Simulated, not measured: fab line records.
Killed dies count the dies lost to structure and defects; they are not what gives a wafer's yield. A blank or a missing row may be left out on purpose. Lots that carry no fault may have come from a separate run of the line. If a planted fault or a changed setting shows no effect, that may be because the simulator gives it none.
fab line records	flow n5Finfet
record: lots: 7	wafers: 21
route steps=1938 shown BEOL_M9@1411 BEOL_M10@1512 BEOL_M11@1575 BEOL_M13@1661 BEOL_M15@1809 MIM_BOT_LITHO@1858 MIM_BOT_ETCH@1866 PASSIVATION@1901
startH: start of the lot's first displayed wafer, in hours after the record's first day	waitH: time in hours since the lot's previous step	" the same as in the row above	L1.1+2: several wafers, shown together as one row	- no value present, or no start provided	* or withheld: withheld	< > ~ a bound
route shown NAME@n: NAME is a module with steps in the file, n the number in the route of the first one	usual: mean and standard deviation over wafers with no fault	same: alike in all rows	chamber/n: place in a boat	sites: readings site by site	_std_site: the standard deviation of these	_edge_site: mean of outer sites minus mean of inner sites	radiusMm: how far each site lies from the wafer's centre	mask NAME#n: copy n	behind: the tool/chamber that last shaped the wafer	hold: why the lot was held/for how many hours/how that ended	device: the n, p or np transistor that did not switch	end of line: the route-end tests of the same wafers	step lacking rows: just its recipe	killed: dies lost to structure and defects at the first sort, not the wafer's yield	map: dies across one wafer; x = killed, . = not, _ = none there
set.NAME: the setting as run; set.NAME@STEP: as run at that earlier step	model.NAME: the simulator's own value behind a step, which no gauge read
lots where settings were altered on purpose, with a table for each step and a row for each wafer
== steps ==
step: N5_BEOL_M9_EXPOSE_08
recipe: maskId: M9	na: 1.35	sourceShape: dipole	sigmaInner: 0.411	sigmaOuter: 0.611	polarization: te	doseMj: 53.75
lot.wafer	tool	chamber	startH	waitH	mask	set.doseMj
L079.2+3+4	arfiScanner-02	0	250.57	-	M9#0	53.75
L081.3+5+6	arfiScanner-03	0	272.73	-	M9#0	53.75
L085.1+4+6	arfiScanner-01	0	301.57	-	M9#0	53.75
L088.2+4	arfiScanner-03	0	301.85	-	M9#0	53.75
L088.3	"	0	"	"	M9#0	51.74
L089.2+5	arfiScanner-02	0	306.72	-	M9#0	55.07
L089.6	"	0	"	"	M9#0	53.75
L094.2+4	arfiScanner-03	0	340.34	-	M9#0	53.75
L094.3	"	0	"	"	M9#0	51.23
L096.1+4	arfiScanner-03	0	372.20	-	M9#0	50.64
L096.2	"	0	"	"	M9#0	53.75
step: N5_BEOL_M9_PEB_09
recipe: pebTempC: withheld	pebTimeS: 60	resist: CAR-ArF
step: N5_BEOL_M9_DEVELOP_10
recipe: developTimeS: 30	developer: TMAH	resist: CAR-ArF	rinseLiquid: diw	dry: airSpin	devTempC: 23
step: N5_BEOL_M9_CD_MEAS_11
recipe: targetCdNm: 64.1	landingEnergyEv: 500	detector: seInlens	polarity: opening
usual: cdNm: 64.5/0.55
lot.wafer	tool	chamber	startH	waitH	set.doseMj@BEOL_M9_EXPOSE_08	cdNm
L079.2	cdSem-03	0	250.69	-	53.75	65.7
L079.3	"	0	"	"	53.75	65.2
L079.4	"	0	"	"	53.75	65.5
L081.3	cdSem-01	0	272.85	-	53.75	64.9
L081.5	"	0	"	"	53.75	64.8
L081.6	"	0	"	"	53.75	65.5
L085.1	cdSem-02	0	301.69	-	53.75	64.3
L085.4	"	0	"	"	53.75	64.3
L085.6	"	0	"	"	53.75	64.8
L088.2	cdSem-03	0	301.97	-	53.75	63.7
L088.3	"	0	"	"	51.74	62.6
L088.4	"	0	"	"	53.75	64.4
L089.2	cdSem-03	0	306.84	-	55.07	66.0
L089.5	"	0	"	"	55.07	66.6
L089.6	"	0	"	"	53.75	63.6
L094.2	cdSem-03	0	340.46	-	53.75	64.5
L094.3	"	0	"	"	51.23	61.5
L094.4	"	0	"	"	53.75	65.1
L096.1	cdSem-01	0	372.33	-	50.64	60.8
L096.2	"	0	"	"	53.75	64.2
L096.4	"	0	"	"	50.64	60.7
step: N5_BEOL_M9_ETCH_62
recipe: chemistry: N2/H2	target: SOC	targetDepthA: 1100	overetchA: 220	maskMaterial: SiARC	tempC: 40	timeS: 165	ionEnergyEv: 200	pressureMtorr: 30	sourceW: 840	biasW: 150	n2FlowSccm: 200	h2FlowSccm: 200
lot.wafer	tool	chamber	startH	waitH	set.timeS
L079.2+3+4	rieDiel-06	0,3,3	250.86	0.0	165
L081.3+6	rieDiel-02	0	273.02	0.0	165
L081.5	"	3	"	"	147.7
L085.1+6	rieDiel-02	2,1	301.87	0.0	155
L085.4	"	1	"	"	165
L088.2+3+4	rieDiel-02	2,1,3	302.14	0.0	165
L089.2+5+6	rieDiel-04	3,0,3	307.11	0.0	165
L094.2+3	rieDiel-04	1,0	340.88	0.0	165
L094.4	"	2	"	"	154.5
L096.1	rieDiel-06	1	372.50	0.0	165
L096.2+4	"	0,2	"	"	185.1
step: N5_BEOL_M9_STRIP_68
recipe: chemistry: N2/H2	tempC: 40	n2FlowSccm: 200	h2FlowSccm: 200	rfFrequencyHz: 6e+07
step: N5_BEOL_M9_STRIP_67
recipe: chemistry: CF4	resist: SiARC	powerW: 300	biasPowerW: 75	pressureMtorr: 50	cf4FlowSccm: 150	rfFrequencyHz: 6e+07
step: N5_BEOL_M9_HM_OPEN_17
recipe: chemistry: Cl2/BCl3	targetDepthA: 200	overetchA: 60	target: TiN	maskMaterial: SOC	ionEnergyEv: 150	pressureMtorr: 10	icpW: 1000	biasW: 126	Cl2_flow_sccm: 53.25	bcl3FlowSccm: 21.75	Ar_flow_sccm: 25
step: N5_BEOL_M9_STRIP_19
recipe: chemistry: O2	powerW: 400	tempC: 40	pressureMtorr: 30	rfFrequencyHz: 6e+07	biasPowerW: 0	overashFraction: 0.2	o2FlowSccm: 225
step: N5_BEOL_M9_CD_MEAS_18
recipe: pitchNm: 140	targetCdNm: 70
usual: cdNm: 70.4/0.78
lot.wafer	tool	chamber	startH	waitH	set.doseMj@BEOL_M9_EXPOSE_08	cdNm
L079.2	cdSem-03	-	251.23	0.1	53.75	71.5
L079.3	"	-	"	"	53.75	71.7
L079.4	"	-	"	"	53.75	72.2
L081.3	cdSem-02	-	273.39	0.1	53.75	71.3
L081.5	"	-	"	"	53.75	70.8
L081.6	"	-	"	"	53.75	72.3
L085.1	cdSem-03	-	302.24	0.0	53.75	70.0
L085.4	"	-	"	"	53.75	69.3
L085.6	"	-	"	"	53.75	69.4
L088.2	cdSem-02	-	302.64	0.1	53.75	69.7
L088.3	"	-	"	"	51.74	67.8
L088.4	"	-	"	"	53.75	69.9
L089.2	cdSem-02	-	307.49	0.1	55.07	71.3
L089.5	"	-	"	"	55.07	73.0
L089.6	"	-	"	"	53.75	69.6
L094.2	cdSem-02	-	341.25	0.1	53.75	70.8
L094.3	"	-	"	"	51.23	67.9
L094.4	"	-	"	"	53.75	70.6
L096.1	cdSem-01	-	372.87	0.0	50.64	66.3
L096.2	"	-	"	"	53.75	71.0
L096.4	"	-	"	"	50.64	67.1
step: N5_BEOL_M9_COAT_63
recipe: resist: SOC	tempC: 250	timeS: 60	spinRpm: 1500	resistThkNm: 60
step: N5_BEOL_M9_COAT_64
recipe: resist: SiARC	tempC: 220	timeS: 60	spinRpm: 1500	resistThkNm: 12
step: N5_BEOL_M9_PRECLEAN_42
recipe: chemistry: residueRemover	timeS: 60	tempC: 40
step: N5_BEOL_M9_SRD_43
recipe: timeS: 30	tempC: 23	rinseLiquid: diw	dry: ipaMarangoni
step: N5_BEOL_M9_CD_MEAS_35
recipe: targetCdNm: 70	targetCdYNm: 40	polarity: opening
usual: cdNm: 70.4/0.8
lot.wafer	tool	chamber	startH	waitH	set.doseMj@BEOL_M9_EXPOSE_08	cdNm
L079.2	cdSem-01	-	252.81	0.0	53.75	71.6
L079.3	"	-	"	"	53.75	71.2
L079.4	"	-	"	"	53.75	71.9
L081.3	cdSem-03	-	274.82	0.0	53.75	71.1
L081.5	"	-	"	"	53.75	70.3
L081.6	"	-	"	"	53.75	72.6
L085.1	cdSem-02	-	303.47	0.0	53.75	69.6
L085.4	"	-	"	"	53.75	69.1
L085.6	"	-	"	"	53.75	69.3
L088.2	cdSem-03	-	307.45	0.0	53.75	69.4
L088.3	"	-	"	"	51.74	68.0
L088.4	"	-	"	"	53.75	70.5
L089.2	cdSem-02	-	309.25	0.0	55.07	70.8
L089.5	"	-	"	"	55.07	73.3
L089.6	"	-	"	"	53.75	69.3
L094.2	cdSem-03	-	342.47	0.0	53.75	71.2
L094.3	"	-	"	"	51.23	67.7
L094.4	"	-	"	"	53.75	70.6
L096.1	cdSem-01	-	373.90	0.0	50.64	65.8
L096.2	"	-	"	"	53.75	70.9
L096.4	"	-	"	"	50.64	67.2
step: N5_BEOL_M10_TRENCH_ETCH_37
recipe: chemistry: C4F6/O2	targetDepthA: 1488.3	target: SiCOH_lowk	timeS: 48	ionEnergyEv: 250	pressureMtorr: 30	sourceW: 345	biasW: 185	Ar_flow_sccm: 300	C4F6_flow_sccm: 10	O2_flow_sccm: 10
lot.wafer	tool	chamber	startH	waitH	set.sourceW
L079.2+3+4	rieDiel-05	1,0,3	-	-	345
L081.3+6	rieDiel-05	3,0	-	-	373.6
L081.5	"	3	"	"	345
L085.1	rieDiel-03	2	-	-	345
L085.4+6	"	1,0	"	"	365.5
L088.2+3+4	rieDiel-01	2,1,3	-	-	345
L089.2+6	rieDiel-05	0,1	-	-	381
L089.5	"	2	"	"	345
L094.2+3+4	rieDiel-03	2,3,3	-	-	345
L096.1+2+4	rieDiel-01	3,1,0	-	-	345
step: N5_BEOL_M11_VIA_ETCH_34
recipe: chemistry: C4F6/O2	target: SiCOH_lowk	targetDepthA: 1845	maskMaterial: SOC	taperDeg: 4	timeS: 69.2	ionEnergyEv: 250	pressureMtorr: 30	sourceW: 345	biasW: 185	Ar_flow_sccm: 300	C4F6_flow_sccm: 10	O2_flow_sccm: 10
lot.wafer	tool	chamber	startH	waitH	set.timeS	model.etch.depthNm	model.SOC_of_BEOL_M11_COAT_63.thkNm
L079.2	rieDiel-04	3	271.88	0.0	69.2	179.8	91.6
L079.3	"	0	"	"	69.2	183.7	91.6
L079.4	"	1	"	"	69.2	183.3	91.4
L081.3	rieDiel-02	3	288.51	0.0	69.2	189.4	91.4
L081.5	"	3	"	"	60.65	164.6	92.8
L081.6	"	0	"	"	60.65	163.3	93.2
L085.1	rieDiel-02	2	319.37	0.0	69.2	187.3	92
L085.4	"	1	"	"	69.2	188	91.6
L085.6	"	0	"	"	69.2	185.5	92.4
L088.2	rieDiel-04	1	324.89	0.0	69.2	186.5	91.4
L088.3	"	0	"	"	69.2	183	91.8
L088.4	"	3	"	"	77.45	203.9	90.4
L089.2	rieDiel-04	2	325.86	0.0	69.2	182.6	92
L089.5	"	1	"	"	82.36	220.8	90
L089.6	"	2	"	"	69.2	180.5	92.4
L094.2	rieDiel-04	0	361.05	0.0	69.2	183.5	92
L094.3	"	2	"	"	69.2	186.2	92
L094.4	"	1	"	"	69.2	186.4	91.6
L096.1	rieDiel-04	0	392.74	0.0	69.2	178.6	92
L096.2	"	2	"	"	69.2	183.7	92
L096.4	"	1	"	"	69.2	180.6	91.6
step: N5_BEOL_M13_COAT_58
recipe: resist: BARC	tempC: 205	timeS: 60	spinRpm: 1500	resistThkNm: 89
lot.wafer	tool	chamber	startH	waitH	set.spinRpm	model.BARC_of_BEOL_M13_COAT_58.thkNm
L079.2+3+4	lithoTrack-03	0	281.05	0.0	1500	88.4
L081.3+5	lithoTrack-04	0	298.97	0.0	1500	89.2
L081.6	"	0	"	"	1642	85.2
L085.1	lithoTrack-04	0	326.98	0.0	1429	90.8
L085.4	"	0	"	"	1429	91.2
L085.6	"	0	"	"	1500	88.8
L088.2	lithoTrack-04	0	333.66	0.0	1500	89
L088.3	"	0	"	"	1367	93.2
L088.4	"	0	"	"	1367	93.4
L089.2+5	lithoTrack-04	0	336.53	0.0	1500	89
L089.6	"	0	"	"	1500	88.8
L094.2	lithoTrack-05	0	369.82	0.0	1626	85.8
L094.3	"	0	"	"	1626	85.4
L094.4	"	0	"	"	1626	85.6
L096.1+4	lithoTrack-04	0	404.87	0.0	1500	89.4
L096.2	"	0	"	"	1427	91.6
step: N5_BEOL_M13_COAT_04
recipe: spinRpm: 1625	resistThkNm: 400
step: N5_BEOL_M13_EBR_06
recipe: solvent: PGMEA	ebrWidthMm: 1.5
step: N5_BEOL_M13_DESCUM_15
recipe: chemistry: O2	timeS: 7.9	sourcePowerW: 50	biasPowerW: 20	pressureMtorr: 20	rfFrequencyHz: 2.712e+07	tempC: 40	o2FlowSccm: 225
step: N5_BEOL_M13_ETCH_59
recipe: chemistry: N2/H2	target: BARC	targetDepthA: 890	overetchA: 267	timeS: 67.9	ionEnergyEv: 200	pressureMtorr: 30	sourceW: 840	biasW: 150	n2FlowSccm: 200	h2FlowSccm: 200
lot.wafer	tool	chamber	startH	waitH	set.spinRpm@BEOL_M13_COAT_58	model.etch.depthNm
L079.2	rieDiel-06	0	281.45	0.0	1500	88.46
L079.3	"	1	"	"	1500	88.31
L079.4	"	2	"	"	1500	88.49
L081.3	rieDiel-04	1	299.36	0.0	1500	89.26
L081.5	"	3	"	"	1500	89.2
L081.6	"	1	"	"	1642	85.19
L085.1	rieDiel-06	1	327.50	0.0	1429	90.86
L085.4	"	0	"	"	1429	91.15
L085.6	"	0	"	"	1500	88.89
L088.2	rieDiel-02	3	334.06	0.0	1500	89.07
L088.3	"	1	"	"	1367	93.2
L088.4	"	0	"	"	1367	93.3
L089.2	rieDiel-06	0	337.16	0.0	1500	89
L089.5	"	0	"	"	1500	88.95
L089.6	"	3	"	"	1500	88.89
L094.2	rieDiel-04	1	370.34	0.0	1626	85.74
L094.3	"	2	"	"	1626	85.37
L094.4	"	0	"	"	1626	85.54
L096.1	rieDiel-06	0	405.40	0.0	1500	89.35
L096.2	"	2	"	"	1427	91.57
L096.4	"	2	"	"	1500	89.47
step: N5_BEOL_M13_VIA_ETCH_16
recipe: chemistry: C4F8/O2/Ar	target: SiOC	pressureMtorr: 30	sourceW: 3000	biasW: 700	Ar_flow_sccm: 400	C4F8_flow_sccm: 15	O2_flow_sccm: 8	heInnerTorr: 15	heOuterTorr: 30	targetDepthA: 9217	timeS: withheld	ionEnergyEv: 250	ends: cleared
step: N5_BEOL_M13_STRIP_63
recipe: chemistry: N2/H2	powerW: 1000	tempC: 250	h2Frac: 0.65	overashFraction: 0.3	pressureMtorr: 1000	n2FlowSccm: 1750	h2FlowSccm: 3250
step: N5_BEOL_M13_STRIP_64
recipe: chemistry: N2/H2	powerW: 1000	tempC: 250	h2Frac: 0.65	overashFraction: 0.3	pressureMtorr: withheld	n2FlowSccm: 1750	h2FlowSccm: 3250
usual: stripTimeToEndpointS: 31.32/0.067
lot.wafer	tool	chamber	startH	waitH	set.spinRpm@BEOL_M13_COAT_58	stripTimeToEndpointS
L079.2	plasmaAsher-01	1	281.79	0.0	1500	31.16
L079.3	"	1	"	"	1500	31.11
L079.4	"	0	"	"	1500	31.18
L081.3	plasmaAsher-02	1	299.73	0.0	1500	31.38
L081.5	"	1	"	"	1500	31.38
L081.6	"	0	"	"	1642	30.22
L085.1	plasmaAsher-01	0	327.85	0.0	1429	31.84
L085.4	"	0	"	"	1429	31.93
L085.6	"	1	"	"	1500	31.28
L088.2	plasmaAsher-02	0	334.40	0.0	1500	31.34
L088.3	"	0	"	"	1367	32.51
L088.4	"	1	"	"	1367	32.53
L089.2	plasmaAsher-01	1	341.24	3.5	1500	31.31
L089.5	"	0	"	"	1500	31.30
L089.6	"	1	"	"	1500	31.26
L094.2	plasmaAsher-01	1	370.69	0.0	1626	30.38
L094.3	"	0	"	"	1626	30.27
L094.4	"	1	"	"	1626	30.33
L096.1	plasmaAsher-02	0	405.75	0.0	1500	31.42
L096.2	"	1	"	"	1427	32.03
L096.4	"	0	"	"	1500	31.45
step: N5_BEOL_M15_TRENCH_ETCH_34
recipe: chemistry: C4F8/O2/Ar	target: SiO2	targetDepthA: 8729.3	heInnerTorr: 15	heOuterTorr: 30	timeS: 199	ionEnergyEv: 800	pressureMtorr: 20	sourceW: 1905	biasW: 2040	Ar_flow_sccm: 400	C4F8_flow_sccm: 16	O2_flow_sccm: 12
usual: rfVppV: 2221/54
lot.wafer	tool	chamber	startH	waitH	set.biasW	rfVppV
L079.2	rieDiel-06	3	300.65	0.0	2040	2177
L079.3	"	0	"	"	2040	2240
L079.4	"	2	"	"	2040	2198
L081.3	rieDiel-02	1	313.22	0.0	2382	2386
L081.5	"	2	"	"	2382	2503
L081.6	"	1	"	"	2040	2143
L085.1	rieDiel-06	2	340.66	0.0	1831	2037
L085.4	"	0	"	"	2040	2239
L085.6	"	2	"	"	1831	2037
L088.2	rieDiel-02	3	346.87	0.0	2172	2358
L088.3	"	1	"	"	2172	2238
L088.4	"	2	"	"	2040	2250
L089.2	rieDiel-02	1	352.35	0.0	1788	1952
L089.5	"	1	"	"	2040	2142
L089.6	"	0	"	"	2040	2173
L094.2	rieDiel-06	0	383.60	0.0	2040	2238
L094.3	"	2	"	"	2267	2362
L094.4	"	3	"	"	2040	2177
L096.1	rieDiel-02	1	420.25	0.0	2040	2142
L096.2	"	0	"	"	2040	2171
L096.4	"	3	"	"	2040	2256
step: N5_MIM_BOT_LITHO_EXPOSE_05
recipe: maskId: MIM_BOT	na: 0.55	sourceShape: conventional	sigmaOuter: 0.8	polarization: unpolarized	doseMj: 24.25
lot.wafer	tool	chamber	startH	waitH	mask	set.doseMj
L079.2+3+4	krfScanner-01	0	309.44	-	MIM_BOT#0	24.25
L081.3+6	krfScanner-02	0	324.67	-	MIM_BOT#0	25.13
L081.5	"	0	"	"	MIM_BOT#0	24.25
L085.1+6	krfScanner-02	0	349.01	-	MIM_BOT#0	23.38
L085.4	"	0	"	"	MIM_BOT#0	24.25
L088.2	krfScanner-02	0	356.08	-	MIM_BOT#0	24.25
L088.3+4	"	0	"	"	MIM_BOT#0	22.63
L089.2+5+6	krfScanner-02	0	364.06	-	MIM_BOT#0	24.25
L094.2	krfScanner-01	0	392.06	-	MIM_BOT#0	24.25
L094.3+4	"	0	"	"	MIM_BOT#0	23.34
L096.1+2+4	krfScanner-01	0	427.27	-	MIM_BOT#0	24.25
step: N5_MIM_BOT_LITHO_PEB_06
recipe: pebTempC: withheld	pebTimeS: *
step: N5_MIM_BOT_LITHO_DEVELOP_07
recipe: developTimeS: 60	rinseLiquid: diw	dry: airSpin	devTempC: 21
step: N5_MIM_BOT_LITHO_HARDBAKE_09
recipe: tempC: 130	timeS: 120
step: N5_MIM_BOT_LITHO_CD_MEAS_08
recipe: targetCdNm: 3000	landingEnergyEv: 500	detector: seInlens	polarity: opening
usual: cdNm: 3000.6/2.1
lot.wafer	tool	chamber	startH	waitH	set.doseMj@MIM_BOT_LITHO_EXPOSE_05	cdNm
L079.2	cdSem-02	0	309.61	-	24.25	2997.2
L079.3	"	0	"	"	24.25	2999.5
L079.4	"	0	"	"	24.25	2997.7
L081.3	cdSem-03	0	324.83	-	25.13	3005.6
L081.5	"	0	"	"	24.25	2999.8
L081.6	"	0	"	"	25.13	3006.6
L085.1	cdSem-03	0	349.19	-	23.38	2994.4
L085.4	"	0	"	"	24.25	2999.0
L085.6	"	0	"	"	23.38	2994.1
L088.2	cdSem-01	0	356.26	-	24.25	3000.8
L088.3	"	0	"	"	22.63	2988.2
L088.4	"	0	"	"	22.63	2988.4
L089.2	cdSem-01	0	364.23	-	24.25	3001.4
L089.5	"	0	"	"	24.25	3003.4
L089.6	"	0	"	"	24.25	3000.0
L094.2	cdSem-02	0	392.24	-	24.25	3000.1
L094.3	"	0	"	"	23.34	2995.1
L094.4	"	0	"	"	23.34	2994.6
L096.1	cdSem-01	0	427.44	-	24.25	2997.3
L096.2	"	0	"	"	24.25	2999.6
L096.4	"	0	"	"	24.25	2999.5
step: N5_MIM_BOT_ETCH_ETCH_04
recipe: chemistry: CF4/O2	target: SiNx	targetDepthA: 260	timeS: 13	ionEnergyEv: 100	pressureMtorr: 40	sourceW: 535	biasW: 49	Ar_flow_sccm: 100	cf4FlowSccm: 100	O2_flow_sccm: 10
lot.wafer	tool	chamber	startH	waitH	set.timeS	model.etch.depthNm
L079.2	rieDiel-03	2	309.79	0.0	13	25.84
L079.3	"	0	"	"	13	26.28
L079.4	"	1	"	"	13	26.64
L081.3	rieDiel-03	2	325.60	0.0	13	25.65
L081.5	"	2	"	"	15.15	30.11
L081.6	"	1	"	"	13	26.8
L085.1	rieDiel-05	2	349.34	0.0	11.52	24.5
L085.4	"	1	"	"	13	26.38
L085.6	"	3	"	"	13	27.9
L088.2	rieDiel-05	0	356.43	0.0	13.95	28.38
L088.3	"	3	"	"	13	27.92
L088.4	"	2	"	"	13.95	29.53
L089.2	rieDiel-05	1	365.51	0.0	13	26.06
L089.5	"	3	"	"	13	27.59
L089.6	"	2	"	"	15.17	31.94
L094.2	rieDiel-03	3	392.66	0.0	13	27.52
L094.3	"	2	"	"	13	25.64
L094.4	"	1	"	"	12.22	25.19
L096.1	rieDiel-03	2	427.60	0.0	13	26.67
L096.2	"	3	"	"	11.85	24.73
L096.4	"	0	"	"	11.85	24.67
step: N5_PASSIVATION_EXPOSE_27
recipe: maskId: PAD	na: 0.55	sourceShape: conventional	sigmaOuter: 0.8	polarization: unpolarized	defocusNm: 0	doseMj: 32.3
lot.wafer	tool	chamber	startH	waitH	mask	set.doseMj
L079.2+3+4	krfScanner-01	0	314.21	-	PAD#0	32.3
L081.3+5+6	krfScanner-02	0	330.92	-	PAD#0	32.3
L085.1	krfScanner-02	0	355.51	-	PAD#0	30.05
L085.4+6	"	0	"	"	PAD#0	32.3
L088.2+3+4	krfScanner-02	0	359.37	-	PAD#0	32.3
L089.2	krfScanner-02	0	368.86	-	PAD#0	32.3
L089.5+6	"	0	"	"	PAD#0	30.73
L094.2	krfScanner-01	0	396.38	-	PAD#0	31.31
L094.3+4	"	0	"	"	PAD#0	32.3
L096.1+2	krfScanner-01	0	431.21	-	PAD#0	32.3
L096.4	"	0	"	"	PAD#0	30.28
step: N5_PASSIVATION_PEB_28
recipe: pebTempC: withheld	pebTimeS: *
step: N5_PASSIVATION_DEVELOP_29
recipe: developTimeS: 60	rinseLiquid: diw	dry: airSpin	devTempC: 21
step: N5_PASSIVATION_HARDBAKE_31
recipe: tempC: 130	timeS: 120
step: N5_PASSIVATION_CD_MEAS_30
recipe: targetCdNm: 4000	landingEnergyEv: 500	detector: seInlens	polarity: opening
usual: cdNm: 4000/3
lot.wafer	tool	chamber	startH	waitH	set.doseMj@PASSIVATION_EXPOSE_27	cdNm
L079.2	cdSem-03	0	314.38	-	32.3	4001
L079.3	"	0	"	"	32.3	3999
L079.4	"	0	"	"	32.3	3999
L081.3	cdSem-03	0	331.08	-	32.3	4002
L081.5	"	0	"	"	32.3	4000
L081.6	"	0	"	"	32.3	4001
L085.1	cdSem-02	0	355.69	-	30.05	3986
L085.4	"	0	"	"	32.3	3999
L085.6	"	0	"	"	32.3	3997
L088.2	cdSem-03	0	359.54	-	32.3	4000
L088.3	"	0	"	"	32.3	4000
L088.4	"	0	"	"	32.3	3999
L089.2	cdSem-03	0	369.04	-	32.3	3995
L089.5	"	0	"	"	30.73	3990
L089.6	"	0	"	"	30.73	3991
L094.2	cdSem-03	0	396.55	-	31.31	3995
L094.3	"	0	"	"	32.3	3998
L094.4	"	0	"	"	32.3	3998
L096.1	cdSem-03	0	431.38	-	32.3	4003
L096.2	"	0	"	"	32.3	4002
L096.4	"	0	"	"	30.28	3990
step: N5_PASSIVATION_PROBE_49
usual: defectLimitedYield: 90.5/1.7	killedDies: 112/21	sortYieldPct: 90.5/1.8
lot.wafer	tool	chamber	startH	waitH	set.aldCycles@FIN_SAQP_SPACER1_ALD_24	set.sourceW@BEOL_M10_TRENCH_ETCH_37	set.timeS@BEOL_M2_SPUTTER_79	defectLimitedYield[%]	killedDies	sortYieldPct[%]
L079.2	prober-02	-	319.68	0.1	218	345	8.29	88.8	132	88.8
L079.3	prober-02	-	319.73	0.1	218	345	8.29	89.3	126	89.3
L079.4	prober-02	-	319.78	0.2	218	345	8.29	89.3	126	89.3
L081.3	prober-02	-	336.72	0.1	234	373.6	8.29	89.1	129	89.1
L081.5	prober-02	-	336.82	0.2	218	345	8.29	74.2	304	74.2
L081.6	prober-02	-	336.87	0.3	234	373.6	8.29	90.8	108	90.8
L085.1	prober-02	-	361.08	0.0	218	345	9.038	90.2	116	90.2
L085.4	prober-02	-	361.23	0.2	251	365.5	8.29	19.1	955	19.1
L085.6	prober-02	-	361.33	0.3	218	365.5	8.29	92.0	94	92.0
L088.2	prober-02	-	367.76	0.1	253	345	8.29	10.8	1052	10.8
L088.3	prober-02	-	367.81	0.1	218	345	8.29	90.0	118	89.5
L088.4	prober-02	-	367.86	0.2	218	345	8.29	84.7	180	79.2
L089.2	prober-02	-	374.91	0.1	205	381	7.802	88.5	136	88.5
L089.5	prober-02	-	375.06	0.2	218	345	7.802	0.1	1179	0.1
L089.6	prober-02	-	375.11	0.3	218	381	8.29	86.9	154	86.9
L094.2	prober-01	-	402.04	0.1	218	345	8.29	91.9	96	91.9
L094.3	prober-01	-	402.09	0.1	218	345	8.29	91.5	100	91.5
L094.4	prober-01	-	402.14	0.2	218	345	8.29	90.8	108	90.8
L096.1	prober-01	-	436.39	0.0	218	345	8.29	91.9	95	91.9
L096.2	prober-01	-	436.44	0.1	207	345	7.167	94.8	61	94.8
L096.4	prober-01	-	436.54	0.2	207	345	7.167	90.8	109	90.8
== key ==
split: step: N5_BEOL_M9_EXPOSE_08	setting: doseMj	stated: 53.75	by: wafer
response: step: N5_BEOL_M9_CD_MEAS_11	reading: cdNm	change: +0.634	per: 1%	r: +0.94
response: step: N5_BEOL_M9_CD_MEAS_18	reading: cdNm	change: +0.679	per: 1%	r: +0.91
response: step: N5_BEOL_M9_CD_MEAS_35	reading: cdNm	change: +0.727	per: 1%	r: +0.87
split: step: N5_BEOL_M9_ETCH_62	setting: timeS	stated: 165	by: wafer
response none clear
split: step: N5_BEOL_M10_TRENCH_ETCH_37	setting: sourceW	stated: 345	by: wafer
response: step: N5_PASSIVATION_PROBE_49	reading: defectLimitedYield	slope: +5.95	per: 1%	togetherWith: aldCycles@FIN_SAQP_SPACER1_ALD_24,timeS@BEOL_M2_SPUTTER_79	explained: 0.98
response: step: N5_PASSIVATION_PROBE_49	reading: killedDies	slope: -70.2	per: 1%	togetherWith: aldCycles@FIN_SAQP_SPACER1_ALD_24,timeS@BEOL_M2_SPUTTER_79	explained: 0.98
response: step: N5_PASSIVATION_PROBE_49	reading: sortYieldPct	slope: +5.92	per: 1%	togetherWith: aldCycles@FIN_SAQP_SPACER1_ALD_24,timeS@BEOL_M2_SPUTTER_79	explained: 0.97
split: step: N5_BEOL_M11_VIA_ETCH_34	setting: timeS	stated: 69.2	by: wafer
response: step: N5_BEOL_M11_VIA_ETCH_34	reading: model.etch.depthNm	change: +1.96	per: 1%	r: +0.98
response: step: N5_BEOL_M11_VIA_ETCH_34	reading: model.SOC_of_BEOL_M11_COAT_63.thkNm	change: -0.116	per: 1%	r: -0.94
split: step: N5_BEOL_M13_COAT_58	setting: spinRpm	stated: 1500	by: wafer
response: step: N5_BEOL_M13_COAT_58	reading: model.BARC_of_BEOL_M13_COAT_58.thkNm	change: -0.453	per: 1%	r: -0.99
response: step: N5_BEOL_M13_ETCH_59	reading: model.etch.depthNm	change: -0.447	per: 1%	r: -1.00
response: step: N5_BEOL_M13_STRIP_64	reading: stripTimeToEndpointS	change: *	per: 1%	r: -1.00
split: step: N5_BEOL_M15_TRENCH_ETCH_34	setting: biasW	stated: 2040	by: wafer
response: step: N5_BEOL_M15_TRENCH_ETCH_34	reading: rfVppV	change: +16.6	per: 1%	r: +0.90
split: step: N5_MIM_BOT_LITHO_EXPOSE_05	setting: doseMj	stated: 24.25	by: wafer
response: step: N5_MIM_BOT_LITHO_CD_MEAS_08	reading: cdNm	change: +1.69	per: 1%	r: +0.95
split: step: N5_MIM_BOT_ETCH_ETCH_04	setting: timeS	stated: 13	by: wafer
response: step: N5_MIM_BOT_ETCH_ETCH_04	reading: model.etch.depthNm	change: +0.251	per: 1%	r: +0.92
split: step: N5_PASSIVATION_EXPOSE_27	setting: doseMj	stated: 32.3	by: wafer
response: step: N5_PASSIVATION_CD_MEAS_30	reading: cdNm	change: +1.5	per: 1%	r: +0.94
split outsideThisFile step=N5_FIN_SAQP_SPACER1_ALD_24 setting=aldCycles
split outsideThisFile step=N5_BEOL_M2_SPUTTER_79 setting=timeS
split outsideThisFile: this setting was split too, and the file shows its column; the key of that split is in another file
